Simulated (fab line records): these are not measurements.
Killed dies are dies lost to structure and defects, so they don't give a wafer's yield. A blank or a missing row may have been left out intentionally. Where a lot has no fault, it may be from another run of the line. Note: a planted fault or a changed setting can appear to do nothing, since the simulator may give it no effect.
fab line records ; flow n5-finfet ; part 1 of 2: steps 1 to 22 of 29
record lots=5; wafers=15; last-day=17
route steps=1938 shown BEOL_M7@1279
lots that met no fault: from a run of the same line without faults
start-h: hours from the record's first day to the start of the lot's first wafer shown ; wait-h: hours since the lot's step before ; " unchanged from the row above ; L1.1+2: one row covering several wafers at once ; - no value, or no start given ; * or withheld: withheld ; < > ~ a bound
route shown NAME@n: a module of which the file shows steps, and the number in the route of the first ; usual: mean and standard deviation over wafers with no fault ; same: alike in all rows ; chamber/n: place in a boat ; sites: per-site readings ; _std_site: the standard deviation of these ; _edge_site: outer sites' mean less inner sites' ; radius-mm: for every site, how far away it sits from the centre of the wafer ; mask NAME#n: copy n ; behind: the last tool/chamber to shape the wafer ; hold: the reason the lot was held/the length of the hold in hours/how it ended ; device: the n, p or np transistor that did not switch ; end of line: the same wafers' tests at the end of the route ; a step given without rows: its recipe and nothing more ; killed: dies that structure and defects cost at the first sort, which is not the same as the wafer's yield ; map: the dies of a wafer, with x for killed, . for not killed, _ for no die there
set.NAME: the setting the step ran with; set.NAME@STEP: the setting that earlier step ran with ; model.NAME: the simulator's own value behind a step, which no gauge read
certain route steps with their lots: each step a table, each wafer a row
services: from which hour (start-h, from the record's first day; less than 0 if before it) a tool's chamber was out of use, for how many hours, and why
## steps
# step N5_BEOL_M7_DESCUM_16
# recipe chemistry=O2; time-s=7.9; source-power-w=50; bias-power-w=20; pressure-mtorr=20; rf-frequency-hz=2.712e+07; temp-c=40; resist=CAR-ArF; o2-flow-sccm=225
# usual drypump-motor-current-A=5.9/0.45; oes-product-au=0.76/0.081; rf-vpp-V=243.4/1.6; showerhead-plenum-p-Torr=2.11/0.092; throttle-valve-pct=20.57/0.16
lot.wafer;tool;chamber;start-h;wait-h;drypump-motor-current-A;oes-product-au;rf-hours-counter-h;rf-vpp-V;showerhead-plenum-p-Torr;throttle-valve-pct
L077.1;rie-diel-06;1;206.03;0.0;5.3;0.71;211;242.7;2.06;20.56
L077.3;rie-diel-06;0;206.03;0.0;4.9;0.89;49;242.7;2.12;20.43
L077.4;rie-diel-06;3;206.03;0.0;5.6;0.70;225;243.7;2.15;20.76
L080.1;rie-diel-05;0;225.75;0.1;5.5;0.74;185;244.2;2.17;20.52
L080.2;rie-diel-05;2;225.75;0.1;6.1;0.70;231;243.8;2.15;20.50
L080.6;rie-diel-05;0;225.75;0.1;5.5;0.75;-;243.0;2.17;20.55
L082.1;rie-diel-05;1;238.51;0.1;6.2;0.77;136;239.1;1.93;20.61
L082.4;rie-diel-05;0;238.51;0.1;5.5;0.74;188;244.5;2.17;20.54
L082.5;rie-diel-05;2;238.51;0.1;6.1;0.70;-;244.2;2.15;20.51
L088.1;rie-diel-02;2;270.04;0.0;5.3;0.74;164;244.9;2.18;20.63
L088.4;rie-diel-02;1;270.04;0.0;5.5;0.73;-;243.7;2.16;20.36
L088.6;rie-diel-02;2;270.04;0.0;5.3;0.73;-;245.1;2.18;20.65
L097.3;rie-diel-06;0;334.21;0.0;4.9;0.83;87;242.4;2.11;20.51
L097.5;rie-diel-06;3;334.21;0.0;5.6;0.96;-;244.5;2.14;20.46
L097.6;rie-diel-06;0;334.21;0.0;4.9;0.84;-;242.6;2.11;20.51
# step N5_BEOL_M7_ETCH_61
# recipe chemistry=CF4; target=SiARC; target-depth-a=455; mask-material=CAR-ArF; time-s=75.8; ion-energy-ev=80; pressure-mtorr=40; source-w=545; bias-w=36; Ar_flow_sccm=100; cf4-flow-sccm=100; ends=cleared
# usual drypump-motor-current-A=5.9/0.46; etch-rf-on-time-s=76.1/0.98; oes-product-au=0.65/0.07; rf-vpp-V=184.2/1.4; showerhead-plenum-p-Torr=2.16/0.089; throttle-valve-pct=15.77/0.19
lot.wafer;tool;chamber;start-h;wait-h;drypump-motor-current-A;etch-rf-on-time-s;oes-product-au;rf-hours-counter-h;rf-vpp-V;showerhead-plenum-p-Torr;throttle-valve-pct
L077.1;rie-diel-06;1;206.06;0.0;5.4;76.9;0.61;211;184.1;2.12;15.84
L077.3;rie-diel-06;0;206.06;0.0;4.9;76.0;0.75;49;184.4;2.18;15.58
L077.4;rie-diel-06;3;206.06;0.0;5.6;76.3;0.60;225;184.2;2.21;16.01
L080.1;rie-diel-05;0;225.79;0.0;5.5;75.1;0.64;185;185.5;2.22;15.75
L080.2;rie-diel-05;2;225.79;0.0;6.0;76.8;0.59;231;184.6;2.20;15.75
L080.6;rie-diel-05;0;225.79;0.0;5.5;75.1;0.63;-;185.9;2.22;15.76
L082.1;rie-diel-05;1;238.55;0.0;6.2;76.1;0.66;136;182.9;1.98;15.79
L082.4;rie-diel-05;0;238.55;0.0;5.5;74.5;0.64;188;185.3;2.22;15.77
L082.5;rie-diel-05;2;238.55;0.0;6.1;76.4;0.60;-;184.2;2.19;15.77
L088.1;rie-diel-02;2;270.08;0.0;5.3;76.8;0.63;164;185.3;2.22;15.82
L088.4;rie-diel-02;1;270.08;0.0;5.5;74.6;0.63;-;184.8;2.20;15.57
L088.6;rie-diel-02;2;270.08;0.0;5.3;77.1;0.62;-;185.4;2.22;15.79
L097.3;rie-diel-06;0;334.25;0.0;4.9;76.0;0.71;87;185.1;2.16;15.65
L097.5;rie-diel-06;3;334.25;0.0;5.6;74.0;0.84;-;184.8;2.19;15.59
L097.6;rie-diel-06;0;334.25;0.0;4.9;75.9;0.72;-;184.6;2.16;15.66
# step N5_BEOL_M7_ETCH_62
# recipe chemistry=N2/H2; target=SOC; target-depth-a=1100; overetch-a=220; mask-material=SiARC; temp-c=40; time-s=165; ion-energy-ev=200; pressure-mtorr=30; source-w=840; bias-w=150; n2-flow-sccm=200; h2-flow-sccm=200
# usual drypump-motor-current-A=5.9/0.45; oes-product-au=0.65/0.066; rf-vpp-V=524/3.2; showerhead-plenum-p-Torr=2.56/0.11; throttle-valve-pct=18.00/0.19
lot.wafer;tool;chamber;start-h;wait-h;drypump-motor-current-A;oes-product-au;rf-hours-counter-h;rf-vpp-V;showerhead-plenum-p-Torr;throttle-valve-pct
L077.1;rie-diel-06;1;206.12;0.0;5.4;0.60;211;522;2.51;17.95
L077.3;rie-diel-06;0;206.12;0.0;4.9;0.74;49;526;2.59;18.01
L077.4;rie-diel-06;3;206.12;0.0;5.6;0.59;225;526;2.62;18.29
L080.1;rie-diel-05;0;225.84;0.0;5.5;0.63;185;526;2.64;17.91
L080.2;rie-diel-05;2;225.84;0.0;6.1;0.60;231;526;2.62;17.94
L080.6;rie-diel-05;0;225.84;0.0;5.5;0.63;-;527;2.64;17.91
L082.1;rie-diel-05;1;238.60;0.0;6.2;0.65;137;519;2.34;18.02
L082.4;rie-diel-05;0;238.60;0.0;5.6;0.63;189;527;2.64;17.90
L082.5;rie-diel-05;2;238.60;0.0;6.1;0.60;-;526;2.62;17.95
L088.1;rie-diel-02;2;270.13;0.0;5.3;0.62;164;525;2.64;17.96
L088.4;rie-diel-02;1;270.13;0.0;5.5;0.62;-;526;2.62;17.91
L088.6;rie-diel-02;2;270.13;0.0;5.3;0.63;-;526;2.64;17.97
L097.3;rie-diel-06;0;334.31;0.0;5.0;0.71;87;523;2.58;18.08
L097.5;rie-diel-06;3;334.31;0.0;5.7;0.81;-;525;2.61;17.94
L097.6;rie-diel-06;0;334.31;0.0;4.9;0.70;-;524;2.57;18.09
# step N5_BEOL_M7_STRIP_68
# recipe chemistry=N2/H2; temp-c=40; n2-flow-sccm=200; h2-flow-sccm=200; rf-frequency-hz=6e+07
lot.wafer;tool;chamber;start-h;wait-h
L077.1+3+4;rie-diel-06;1,0,3;206.25;0.1
L080.1+2+6;rie-diel-05;0,2,0;225.98;0.1
L082.1+4+5;rie-diel-05;1,0,2;238.74;0.1
L088.1+4+6;rie-diel-02;2,1,2;270.27;0.1
L097.3+5+6;rie-diel-06;0,3,0;334.44;0.1
# step N5_BEOL_M7_STRIP_67
# recipe chemistry=CF4; resist=SiARC; power-w=300; bias-power-w=75; pressure-mtorr=50; cf4-flow-sccm=150; rf-frequency-hz=6e+07
# usual drypump-motor-current-A=5.9/0.45; oes-product-au=0.76/0.077; rf-vpp-V=271.3/1.9; showerhead-plenum-p-Torr=1.81/0.076; throttle-valve-pct=13.75/0.21
lot.wafer;tool;chamber;start-h;wait-h;drypump-motor-current-A;oes-product-au;rf-hours-counter-h;rf-vpp-V;showerhead-plenum-p-Torr;throttle-valve-pct
L077.1;rie-diel-06;1;206.26;0.0;5.4;0.71;211;271.4;1.78;13.84
L077.3;rie-diel-06;0;206.26;0.0;4.9;0.88;49;270.8;1.82;13.51
L077.4;rie-diel-06;3;206.26;0.0;5.6;0.71;225;272.2;1.85;14.00
L080.1;rie-diel-05;0;225.99;0.0;5.5;0.74;185;272.5;1.86;13.75
L080.2;rie-diel-05;2;225.99;0.0;6.1;0.70;231;271.3;1.84;13.80
L080.6;rie-diel-05;0;225.99;0.0;5.5;0.74;-;272.2;1.86;13.76
L082.1;rie-diel-05;1;238.75;0.0;6.2;0.77;137;268.6;1.65;13.73
L082.4;rie-diel-05;0;238.75;0.0;5.5;0.74;189;273.4;1.86;13.75
L082.5;rie-diel-05;2;238.75;0.0;6.1;0.70;-;272.4;1.84;13.78
L088.1;rie-diel-02;2;270.28;0.0;5.3;0.74;164;271.8;1.86;13.78
L088.4;rie-diel-02;1;270.28;0.0;5.5;0.73;-;270.9;1.84;13.57
L088.6;rie-diel-02;2;270.28;0.0;5.3;0.73;-;273.6;1.87;13.80
L097.3;rie-diel-06;0;334.45;0.0;5.0;0.83;87;271.5;1.81;13.61
L097.5;rie-diel-06;3;334.45;0.0;5.7;0.97;-;272.8;1.83;13.52
L097.6;rie-diel-06;0;334.45;0.0;4.9;0.83;-;270.5;1.81;13.61
# step N5_BEOL_M7_HM_OPEN_17
# recipe chemistry=Cl2/BCl3; target-depth-a=200; overetch-a=60; target=TiN; mask-material=SOC; ion-energy-ev=150; pressure-mtorr=10; icp-w=1000; bias-w=126; Cl2_flow_sccm=53.25; bcl3-flow-sccm=21.75; Ar_flow_sccm=25
# usual drypump-motor-current-A=5.9/0.59; oes-product-au=0.64/0.1; throttle-valve-pct=22.13/0.1
lot.wafer;tool;chamber;start-h;wait-h;drypump-motor-current-A;oes-product-au;rf-hours-counter-h;throttle-valve-pct
L077.1;rie-metal-03;0;206.30;0.0;6.3;0.51;130;22.31
L077.3;rie-metal-03;1;206.30;0.0;4.9;0.57;-;22.19
L077.4;rie-metal-03;0;206.30;0.0;6.3;0.51;-;22.31
L080.1;rie-metal-01;0;226.03;0.0;5.3;0.69;22;22.22
L080.2;rie-metal-01;1;226.03;0.0;5.9;0.55;93;22.24
L080.6;rie-metal-01;0;226.03;0.0;5.3;0.69;-;22.20
L082.1;rie-metal-03;0;238.79;0.0;6.3;0.85;0;22.01
L082.4;rie-metal-03;1;238.79;0.0;5.0;0.56;-;22.20
L082.5;rie-metal-03;0;238.79;0.0;6.3;0.85;-;21.99
L088.1;rie-metal-03;1;270.32;0.0;4.9;0.55;110;22.23
L088.4;rie-metal-03;0;270.32;0.0;6.3;0.83;-;22.01
L088.6;rie-metal-03;1;270.32;0.0;5.0;0.56;-;22.20
L097.3;rie-metal-02;1;334.52;0.1;6.1;0.59;-;22.02
L097.5;rie-metal-02;1;334.52;0.1;6.1;0.59;-;22.03
L097.6;rie-metal-02;0;334.52;0.1;6.5;0.63;-;22.10
# step N5_BEOL_M7_STRIP_19
# recipe chemistry=O2; power-w=400; temp-c=40; pressure-mtorr=30; rf-frequency-hz=6e+07; bias-power-w=0; overash-fraction=0.2; o2-flow-sccm=225
# usual drypump-motor-current-A=5.8/0.47; oes-product-au=0.77/0.094; rf-vpp-V=3.6/0.6; showerhead-plenum-p-Torr=2.12/0.081; throttle-valve-pct=16.81/0.2
lot.wafer;tool;chamber;start-h;wait-h;drypump-motor-current-A;oes-product-au;rf-hours-counter-h;rf-vpp-V;showerhead-plenum-p-Torr;throttle-valve-pct
L077.1;rie-diel-06;0;206.42;0.1;4.9;0.88;49;4.3;2.13;16.64
L077.3;rie-diel-06;2;206.42;0.1;5.9;0.69;248;3.3;2.15;16.91
L077.4;rie-diel-06;3;206.42;0.1;5.7;0.70;225;4.3;2.15;17.01
L080.1;rie-diel-05;0;226.15;0.1;5.5;0.73;185;3.6;2.18;16.80
L080.2;rie-diel-05;3;226.15;0.1;6.6;0.74;188;3.0;2.16;17.09
L080.6;rie-diel-05;3;226.15;0.1;6.5;0.75;-;2.9;2.16;17.10
L082.1;rie-diel-05;3;239.03;0.2;6.5;0.74;192;3.6;2.16;17.08
L082.4;rie-diel-05;1;239.03;0.2;6.2;0.77;137;4.6;1.93;16.85
L082.5;rie-diel-05;0;239.03;0.2;5.5;0.74;-;4.1;2.18;16.80
L088.1;rie-diel-05;3;270.43;0.1;6.6;0.72;202;2.6;2.16;17.12
L088.4;rie-diel-05;1;270.43;0.1;6.2;0.76;146;3.2;1.93;16.87
L088.6;rie-diel-05;1;270.43;0.1;6.2;0.76;-;3.5;1.93;16.87
L097.3;rie-diel-06;2;334.67;0.1;5.9;0.93;28;4.5;2.14;16.53
L097.5;rie-diel-06;3;334.67;0.1;5.7;0.96;-;3.8;2.14;16.64
L097.6;rie-diel-06;2;334.67;0.1;5.9;0.92;-;2.2;2.14;16.54
# step N5_BEOL_M7_CD_MEAS_18
# recipe pitch-nm=80; target-cd-nm=40
# usual cd-nm=39.9/0.45
lot.wafer;tool;chamber;start-h;wait-h;cd-nm
L077.1;cd-sem-01;-;206.49;0.0;39.9
L077.3;cd-sem-01;-;206.49;0.0;39.4
L077.4;cd-sem-01;-;206.49;0.0;39.7
L080.1;cd-sem-02;-;226.23;0.1;40.2
L080.2;cd-sem-02;-;226.23;0.1;39.5
L080.6;cd-sem-02;-;226.23;0.1;39.7
L082.1;cd-sem-03;-;239.10;0.0;40.3
L082.4;cd-sem-03;-;239.10;0.0;40.7
L082.5;cd-sem-03;-;239.10;0.0;39.4
L088.1;cd-sem-03;-;270.50;0.0;40.6
L088.4;cd-sem-03;-;270.50;0.0;39.9
L088.6;cd-sem-03;-;270.50;0.0;40.5
L097.3;cd-sem-03;-;334.74;0.1;39.8
L097.5;cd-sem-03;-;334.74;0.1;40.1
L097.6;cd-sem-03;-;334.74;0.1;39.7
# step N5_BEOL_M7_COAT_63
# recipe resist=SOC; temp-c=250; time-s=60; spin-rpm=1500; resist-thk-nm=60
lot.wafer;tool;chamber;start-h;wait-h
L077.1+3+4;litho-track-03;0;208.64;2.2
L080.1+2+6;litho-track-03;0;228.86;2.6
L082.1+4+5;litho-track-03;0;241.25;2.2
L088.1+4+6;litho-track-03;0;270.54;0.0
L097.3+5+6;litho-track-04;0;335.99;1.2
# step N5_BEOL_M7_COAT_64
# recipe resist=SiARC; temp-c=220; time-s=60; spin-rpm=1500; resist-thk-nm=12
lot.wafer;tool;chamber;start-h;wait-h
L077.1+3+4;litho-track-03;0;-;-
L080.1+2+6;litho-track-03;0;-;-
L082.1+4+5;litho-track-03;0;-;-
L088.1+4+6;litho-track-03;0;-;-
L097.3+5+6;litho-track-04;0;-;-
# step N5_BEOL_M7_COAT_71
# recipe resist=underlayer; temp-c=205; time-s=60; spin-rpm=1500; resist-thk-nm=5
lot.wafer;tool;chamber;start-h;wait-h
L077.1+3+4;litho-track-03;0;-;-
L080.1+2+6;litho-track-03;0;-;-
L082.1+4+5;litho-track-03;0;-;-
L088.1+4+6;litho-track-03;0;-;-
L097.3+5+6;litho-track-04;0;-;-
# step N5_BEOL_M7_COAT_22
# recipe resist=CAR-EUV; spin-rpm=1500; resist-thk-nm=30
lot.wafer;tool;chamber;start-h;wait-h
L077.1+3+4;litho-track-03;0;-;-
L080.1+2+6;litho-track-03;0;-;-
L082.1+4+5;litho-track-03;0;-;-
L088.1+4+6;litho-track-03;0;-;-
L097.3+5+6;litho-track-04;0;-;-
# step N5_BEOL_M7_EBR_24
# recipe solvent=PGMEA; ebr-width-mm=1.5
lot.wafer;tool;chamber;start-h;wait-h
L077.1+3+4;litho-track-03;0;-;-
L080.1+2+6;litho-track-03;0;-;-
L082.1+4+5;litho-track-03;0;-;-
L088.1+4+6;litho-track-03;0;-;-
L097.3+5+6;litho-track-04;0;-;-
# step N5_BEOL_M7_SOFTBAKE_23
# recipe temp-c=110; time-s=60; resist=CAR-EUV
lot.wafer;tool;chamber;start-h;wait-h
L077.1+3+4;litho-track-03;0;-;-
L080.1+2+6;litho-track-03;0;-;-
L082.1+4+5;litho-track-03;0;-;-
L088.1+4+6;litho-track-03;0;-;-
L097.3+5+6;litho-track-04;0;-;-
# step N5_BEOL_M7_EXPOSE_25
# recipe mask-id=V6; na=0.33; source-shape=annular; sigma-inner=0.4; sigma-outer=0.8; polarization=unpolarized; target-cd-nm=40; dose-mj=42.5
lot.wafer;tool;chamber;start-h;wait-h;mask
L077.1+3+4;euv-scanner-02;0;208.82;-;V6#0
L080.1+2+6;euv-scanner-02;0;229.00;-;V6#0
L082.1+4+5;euv-scanner-01;0;241.51;-;V6#0
L088.1+4+6;euv-scanner-02;0;270.67;-;V6#0
L097.3+5+6;euv-scanner-02;0;336.18;-;V6#0
# step N5_BEOL_M7_PEB_26
# recipe peb-temp-c=100; peb-time-s=60; resist=CAR-EUV
lot.wafer;tool;chamber;start-h;wait-h
L077.1+3+4;litho-track-04;0;208.89;0.1
L080.1+2+6;litho-track-03;0;229.06;0.1
L082.1+4+5;litho-track-05;0;241.58;0.1
L088.1+4+6;litho-track-03;0;270.74;0.1
L097.3+5+6;litho-track-04;0;336.23;0.0
# step N5_BEOL_M7_DEVELOP_27
# recipe develop-time-s=30; developer=TMAH; resist=CAR-EUV; rinse-liquid=surfactant-rinse; dry=air-spin; dev-temp-c=23
lot.wafer;tool;chamber;start-h;wait-h
L077.1+3+4;litho-track-04;0;-;-
L080.1+2+6;litho-track-03;0;-;-
L082.1+4+5;litho-track-05;0;-;-
L088.1+4+6;litho-track-03;0;-;-
L097.3+5+6;litho-track-04;0;-;-
# step N5_BEOL_M7_CD_MEAS_28
# recipe target-cd-nm=40; landing-energy-ev=500; detector=se-inlens
# usual cd-nm=40.09/0.24
lot.wafer;tool;chamber;start-h;wait-h;cd-nm
L077.1;cd-sem-01;0;208.95;-;40.58
L077.3;cd-sem-01;0;208.95;-;39.69
L077.4;cd-sem-01;0;208.95;-;40.10
L080.1;cd-sem-01;0;229.13;-;40.42
L080.2;cd-sem-01;0;229.13;-;40.06
L080.6;cd-sem-01;0;229.13;-;40.15
L082.1;cd-sem-03;0;241.65;-;40.09
L082.4;cd-sem-03;0;241.65;-;40.03
L082.5;cd-sem-03;0;241.65;-;39.92
L088.1;cd-sem-01;0;270.81;-;40.05
L088.4;cd-sem-01;0;270.81;-;40.00
L088.6;cd-sem-01;0;270.81;-;40.46
L097.3;cd-sem-03;0;336.30;-;40.39
L097.5;cd-sem-03;0;336.30;-;40.17
L097.6;cd-sem-03;0;336.30;-;40.33
# step N5_BEOL_M7_OVL_MEAS_29
# recipe points-per-wafer=522
# usual V6_OVL=0.3/0.73
lot.wafer;tool;chamber;start-h;wait-h;V6_OVL[nm]
L077.1;overlay-01;0;208.98;0.0;0.4
L077.3;overlay-01;0;208.98;0.0;0.3
L077.4;overlay-01;0;208.98;0.0;1.1
L080.1;overlay-01;0;229.16;0.0;-0.2
L080.2;overlay-01;0;229.16;0.0;-0.2
L080.6;overlay-01;0;229.16;0.0;-0.9
L082.1;overlay-01;0;241.68;0.0;-0.1
L082.4;overlay-01;0;241.68;0.0;-0.4
L082.5;overlay-01;0;241.68;0.0;-0.9
L088.1;overlay-02;0;270.84;0.0;1.2
L088.4;overlay-02;0;270.84;0.0;0.6
L088.6;overlay-02;0;270.84;0.0;-0.6
L097.3;overlay-02;0;336.34;0.0;0.3
L097.5;overlay-02;0;336.34;0.0;0.6
L097.6;overlay-02;0;336.34;0.0;0.3
# step N5_BEOL_M7_INSPECT_30
# recipe mode=adi; inspect-instrument=brightfield
# usual raw-defect-count=410/86
lot.wafer;tool;chamber;start-h;wait-h;raw-defect-count
L077.1;defect-inspect-02;-;209.04;0.1;459
L077.3;defect-inspect-02;-;209.04;0.1;516
L077.4;defect-inspect-02;-;209.04;0.1;444
L080.1;defect-inspect-02;-;229.22;0.1;498
L080.2;defect-inspect-02;-;229.22;0.1;453
L080.6;defect-inspect-02;-;229.22;0.1;567
L082.1;defect-inspect-01;-;241.73;0.1;437
L082.4;defect-inspect-01;-;241.73;0.1;340
L082.5;defect-inspect-01;-;241.73;0.1;359
L088.1;defect-inspect-01;-;270.90;0.1;447
L088.4;defect-inspect-01;-;270.90;0.1;542
L088.6;defect-inspect-01;-;270.90;0.1;417
L097.3;defect-inspect-02;-;336.39;0.0;495
L097.5;defect-inspect-02;-;336.39;0.0;387
L097.6;defect-inspect-02;-;336.39;0.0;366
# step N5_BEOL_M7_DESCUM_33
# recipe chemistry=O2; time-s=7; source-power-w=50; bias-power-w=20; pressure-mtorr=20; rf-frequency-hz=2.712e+07; temp-c=40; resist=CAR-EUV; o2-flow-sccm=225
# usual drypump-motor-current-A=5.8/0.46; oes-product-au=0.78/0.092; rf-vpp-V=243.6/1.6; showerhead-plenum-p-Torr=2.12/0.087; throttle-valve-pct=20.52/0.19
lot.wafer;tool;chamber;start-h;wait-h;drypump-motor-current-A;oes-product-au;rf-hours-counter-h;rf-vpp-V;showerhead-plenum-p-Torr;throttle-valve-pct
L077.1;rie-diel-05;1;209.08;0.0;6.2;0.77;127;241.3;1.93;20.62
L077.3;rie-diel-05;2;209.08;0.0;6.1;0.70;225;243.5;2.15;20.50
L077.4;rie-diel-05;0;209.08;0.0;5.5;0.74;179;243.5;2.18;20.54
L080.1;rie-diel-05;0;229.25;0.0;5.5;0.74;186;243.2;2.17;20.54
L080.2;rie-diel-05;2;229.25;0.0;6.1;0.70;232;245.0;2.15;20.51
L080.6;rie-diel-05;3;229.25;0.0;6.6;0.73;-;244.3;2.16;20.84
L082.1;rie-diel-06;1;241.77;0.0;5.3;0.68;225;242.0;2.06;20.58
L082.4;rie-diel-06;2;241.77;0.0;5.9;1.00;1;244.5;2.14;20.31
L082.5;rie-diel-06;1;241.77;0.0;5.4;0.69;-;243.8;2.06;20.60
L088.1;rie-diel-06;0;270.93;0.0;5.0;0.86;71;243.9;2.12;20.47
L088.4;rie-diel-06;3;270.93;0.0;5.7;0.68;247;244.7;2.14;20.80
L088.6;rie-diel-06;1;270.93;0.0;5.4;0.68;-;243.6;2.06;20.59
L097.3;rie-diel-06;0;336.64;0.3;4.9;0.82;88;243.4;2.11;20.52
L097.5;rie-diel-06;2;336.64;0.3;5.9;0.91;-;243.4;2.13;20.35
L097.6;rie-diel-06;0;336.64;0.3;4.9;0.83;-;242.8;2.11;20.50
# step N5_BEOL_M7_ETCH_72
# recipe chemistry=N2/H2; target=underlayer; target-depth-a=65; mask-material=CAR-EUV; time-s=5.2; ion-energy-ev=200; pressure-mtorr=30; source-w=840; bias-w=150; n2-flow-sccm=200; h2-flow-sccm=200; ends=cleared
# usual drypump-motor-current-A=5.8/0.46; etch-rf-on-time-s=5.21/0.073; oes-product-au=0.66/0.078; rf-vpp-V=525/3; showerhead-plenum-p-Torr=2.58/0.1; throttle-valve-pct=17.98/0.22
lot.wafer;tool;chamber;start-h;wait-h;drypump-motor-current-A;etch-rf-on-time-s;oes-product-au;rf-hours-counter-h;rf-vpp-V;showerhead-plenum-p-Torr;throttle-valve-pct
L077.1;rie-diel-05;1;209.11;0.0;6.2;5.19;0.66;127;519;2.35;18.06
L077.3;rie-diel-05;2;209.11;0.0;6.1;5.22;0.59;225;525;2.62;17.97
L077.4;rie-diel-05;0;209.11;0.0;5.5;5.18;0.64;179;525;2.65;17.96
L080.1;rie-diel-05;0;229.29;0.0;5.5;5.14;0.64;186;526;2.64;17.93
L080.2;rie-diel-05;2;229.29;0.0;6.0;5.21;0.60;232;527;2.62;17.95
L080.6;rie-diel-05;3;229.29;0.0;6.6;5.27;0.62;-;527;2.62;18.35
L082.1;rie-diel-06;1;241.80;0.0;5.4;5.31;0.58;225;525;2.50;17.99
L082.4;rie-diel-06;2;241.80;0.0;5.9;5.10;0.85;1;527;2.61;17.74
L082.5;rie-diel-06;1;241.80;0.0;5.3;5.30;0.59;-;524;2.50;18.00
L088.1;rie-diel-06;0;270.96;0.0;4.9;5.24;0.71;71;523;2.58;18.10
L088.4;rie-diel-06;3;270.96;0.0;5.7;5.19;0.58;247;527;2.61;18.37
L088.6;rie-diel-06;1;270.96;0.0;5.4;5.32;0.59;-;523;2.50;18.01
L097.3;rie-diel-06;0;336.68;0.0;5.0;5.26;0.70;88;524;2.57;18.11
L097.5;rie-diel-06;2;336.68;0.0;5.9;5.18;0.77;-;524;2.60;17.82
L097.6;rie-diel-06;0;336.68;0.0;4.9;5.28;0.70;-;526;2.57;18.13
